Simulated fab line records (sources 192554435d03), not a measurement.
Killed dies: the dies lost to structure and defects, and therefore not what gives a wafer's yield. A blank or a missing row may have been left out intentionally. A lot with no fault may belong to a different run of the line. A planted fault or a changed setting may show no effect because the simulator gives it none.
Split-lot trial || flow n5-finfet || route with 1938 steps; 7 lots, 21 wafers read

ON THE SPLIT
At N5_ZERO_LAYER_EXPOSE_08 (exposes mask ZERO, defocus 0 nm, target cd 2000 nm), the setting dose-mj was moved away from the recipe's 16.2 on 7 of the 21 wafers read, by -7.0% to +4.0%. This setting was run at the recipe's value on the other wafers.

FROM THE SPLIT TO THE READING: what the file shows between them, 3 steps
- N5_ZERO_LAYER_PEB_09
- N5_ZERO_LAYER_DEVELOP_10: develop time 60 s
- N5_ZERO_LAYER_HARDBAKE_23: time 120 s

THE READING
cd-nm (nm) at N5_ZERO_LAYER_CD_MEAS_11, where the cd target is 2000 nm. Fault-free wafers of this fab line usually give 2000.2 nm, standard deviation 1.6 nm.

{"wafer": "L074.1", "tool, chamber at the split": "krf-scanner-01, 0", "dose-mj as run": 16.2, "against the recipe": "recipe", "cd-nm, nm": 2001.6, "against lot-mates on the recipe": "-"}
{"wafer": "L074.2", "tool, chamber at the split": "krf-scanner-01, 0", "dose-mj as run": 15.84, "against the recipe": "-2.2%", "cd-nm, nm": 1997.2, "against lot-mates on the recipe": -3.9}
{"wafer": "L074.4", "tool, chamber at the split": "krf-scanner-01, 0", "dose-mj as run": 16.2, "against the recipe": "recipe", "cd-nm, nm": 2000.6, "against lot-mates on the recipe": "-"}
{"wafer": "L076.4", "tool, chamber at the split": "krf-scanner-02, 0", "dose-mj as run": 15.69, "against the recipe": "-3.1%", "cd-nm, nm": 1993.9, "against lot-mates on the recipe": -7.9}
{"wafer": "L076.5", "tool, chamber at the split": "krf-scanner-02, 0", "dose-mj as run": 16.2, "against the recipe": "recipe", "cd-nm, nm": 2001.8, "against lot-mates on the recipe": "-"}
{"wafer": "L076.6", "tool, chamber at the split": "krf-scanner-02, 0", "dose-mj as run": 15.69, "against the recipe": "-3.1%", "cd-nm, nm": 1993.1, "against lot-mates on the recipe": -8.7}
{"wafer": "L078.2", "tool, chamber at the split": "krf-scanner-02, 0", "dose-mj as run": 16.2, "against the recipe": "recipe", "cd-nm, nm": 2001.4, "against lot-mates on the recipe": "-"}
{"wafer": "L078.4", "tool, chamber at the split": "krf-scanner-02, 0", "dose-mj as run": 15.06, "against the recipe": "-7.0%", "cd-nm, nm": 1986.5, "against lot-mates on the recipe": -15.1}
{"wafer": "L078.6", "tool, chamber at the split": "krf-scanner-02, 0", "dose-mj as run": 16.2, "against the recipe": "recipe", "cd-nm, nm": 2001.7, "against lot-mates on the recipe": "-"}
{"wafer": "L084.2", "tool, chamber at the split": "krf-scanner-02, 0", "dose-mj as run": 16.2, "against the recipe": "recipe", "cd-nm, nm": 2000.6, "against lot-mates on the recipe": "-"}
{"wafer": "L084.5", "tool, chamber at the split": "krf-scanner-02, 0", "dose-mj as run": 16.2, "against the recipe": "recipe", "cd-nm, nm": 2000.9, "against lot-mates on the recipe": "-"}
{"wafer": "L084.6", "tool, chamber at the split": "krf-scanner-02, 0", "dose-mj as run": 16.2, "against the recipe": "recipe", "cd-nm, nm": 2002.5, "against lot-mates on the recipe": "-"}
{"wafer": "L087.1", "tool, chamber at the split": "krf-scanner-01, 0", "dose-mj as run": 16.85, "against the recipe": "+4.0%", "cd-nm, nm": 2007.9, "against lot-mates on the recipe": "+5.5"}
{"wafer": "L087.5", "tool, chamber at the split": "krf-scanner-01, 0", "dose-mj as run": 16.2, "against the recipe": "recipe", "cd-nm, nm": 2002.8, "against lot-mates on the recipe": "-"}
{"wafer": "L087.6", "tool, chamber at the split": "krf-scanner-01, 0", "dose-mj as run": 16.2, "against the recipe": "recipe", "cd-nm, nm": 2002.0, "against lot-mates on the recipe": "-"}
{"wafer": "L090.1", "tool, chamber at the split": "krf-scanner-01, 0", "dose-mj as run": 15.82, "against the recipe": "-2.3%", "cd-nm, nm": 1997.4, "against lot-mates on the recipe": -2.4}
{"wafer": "L090.3", "tool, chamber at the split": "krf-scanner-01, 0", "dose-mj as run": 16.2, "against the recipe": "recipe", "cd-nm, nm": 2000.6, "against lot-mates on the recipe": "-"}
{"wafer": "L090.6", "tool, chamber at the split": "krf-scanner-01, 0", "dose-mj as run": 16.2, "against the recipe": "recipe", "cd-nm, nm": 1999.1, "against lot-mates on the recipe": "-"}
{"wafer": "L095.2", "tool, chamber at the split": "krf-scanner-01, 0", "dose-mj as run": 16.2, "against the recipe": "recipe", "cd-nm, nm": 2001.4, "against lot-mates on the recipe": "-"}
{"wafer": "L095.4", "tool, chamber at the split": "krf-scanner-01, 0", "dose-mj as run": 16.62, "against the recipe": "+2.6%", "cd-nm, nm": 2005.4, "against lot-mates on the recipe": "+5.2"}
{"wafer": "L095.6", "tool, chamber at the split": "krf-scanner-01, 0", "dose-mj as run": 16.2, "against the recipe": "recipe", "cd-nm, nm": 1999.1, "against lot-mates on the recipe": "-"}

THE FIT
A straight line over all 21 wafers: cd-nm changes by +2 nm for each +1% of dose-mj; r = +0.97; the points scatter about the line by 1.1 nm.
The same after taking each lot's own level away (the mean of its wafers on the recipe; 21 wafers): +2 nm for each +1%; r = +0.97; scatter 1.2 nm.
That fit puts the effect of the largest move of dose-mj on the reading at 14 nm.
The lots' own levels span 1999.85 to 2002.40 nm, that is 1.6 times the standard deviation above.
The two slopes are in agreement: the lot-to-lot level therefore moves the slope only a little.
Check: with one of the wafers moved furthest among these (-7.0%) left out of the fit, the line predicts -13.6 nm for it against its lot-mates. Against them it came out at -15.1 nm.

FILE'S OWN FIT
cd-nm changes by +1.97 nm for each +1% of dose-mj, r = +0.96.
